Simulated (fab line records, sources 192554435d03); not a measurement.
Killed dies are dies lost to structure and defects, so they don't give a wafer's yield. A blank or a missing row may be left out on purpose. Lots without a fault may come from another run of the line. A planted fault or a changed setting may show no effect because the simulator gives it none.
Chamber matching | flow n5_finfet | N5_DUMMY_REMOVAL_HM_STRIP_01 on rie_diel-01: 4 sister chambers
The step strips SiNx in CH3F/O2, stops on poly-Si, target depth 4 nm, time 6.8 s. 14 wafers are shown with their chamber, then 7 later ones without.

WAFERS WITH THEIR CHAMBER
wafer  | chamber | showerhead_plenum_p_Torr (Torr) | drypump_motor_current_A (A) | throttle_valve_pct (%)
L146.1 | 1       | 2.07                            | 5.57                        | 16.36
L146.2 | 2       | 1.99                            | 5.68                        | 16.47
L146.3 | 3       | 1.95                            | 5.66                        | 16.01
L147.1 | 3       | 1.95                            | 5.66                        | 16.02
L147.4 | 1       | 2.07                            | 5.61                        | 16.33
L147.5 | 2       | 1.99                            | 5.68                        | 16.47
L148.1 | 3       | 1.95                            | 5.66                        | 16.01
L148.5 | 2       | 1.99                            | 5.69                        | 16.45
L148.6 | 1       | 2.07                            | 5.58                        | 16.32
L154.1 | 0       | 2.03                            | 5.08                        | 16.42
L154.2 | 2       | 1.99                            | 5.69                        | 16.49
L154.6 | 1       | 2.06                            | 5.62                        | 16.36
L156.1 | 2       | 1.99                            | 5.68                        | 16.50
L156.2 | 0       | 2.03                            | 5.07                        | 16.42

SIGNATURES (means of the wafers above)
reading                  | chamber 0 | chamber 1 | chamber 2 | chamber 3 | scatter within a chamber
showerhead_plenum_p_Torr | 2.0300    | 2.0675    | 1.9900    | 1.9500    | 0.00274
drypump_motor_current_A  | 5.0750    | 5.5950    | 5.6840    | 5.6600    | 0.0137
throttle_valve_pct       | 16.4200   | 16.3425   | 16.4760   | 16.0133   | 0.0169
Rule: a wafer's distance from a chamber is the root of the sum, over the readings, of the square of ((its reading less the chamber's mean) divided by the reading's scatter). The wafer belongs to the nearest chamber; if the next one is less than 2 further off, it can't be placed. The scatter: the root of (the sum of the squares of (reading less its chamber's mean) over the shown wafers, divided by (wafers less chambers)).

WAFERS WITHOUT THEIR CHAMBER
wafer  | showerhead_plenum_p_Torr (Torr) | drypump_motor_current_A (A) | throttle_valve_pct (%)
L156.5 | 1.94                            | 5.66                        | 16.04
L158.1 | 1.94                            | 5.68                        | 16.05
L158.4 | 1.99                            | 5.68                        | 16.51
L158.5 | 1.99                            | 5.68                        | 16.51
L159.1 | 1.99                            | 5.68                        | 16.50
L159.5 | 1.94                            | 5.68                        | 16.06
L159.6 | 1.99                            | 5.69                        | 16.51

WHICH CHAMBER EACH WENT THROUGH
wafer  | from the rows above | in truth
L156.5 | 3                   | 3
L158.1 | 3                   | 3
L158.4 | 2                   | 2
L158.5 | 2                   | 2
L159.1 | 2                   | 2
L159.5 | 3                   | 3
L159.6 | 2                   | 2
Placed correctly: 7 of 7. Can't be placed from these rows: 0. Placed wrongly: 0.
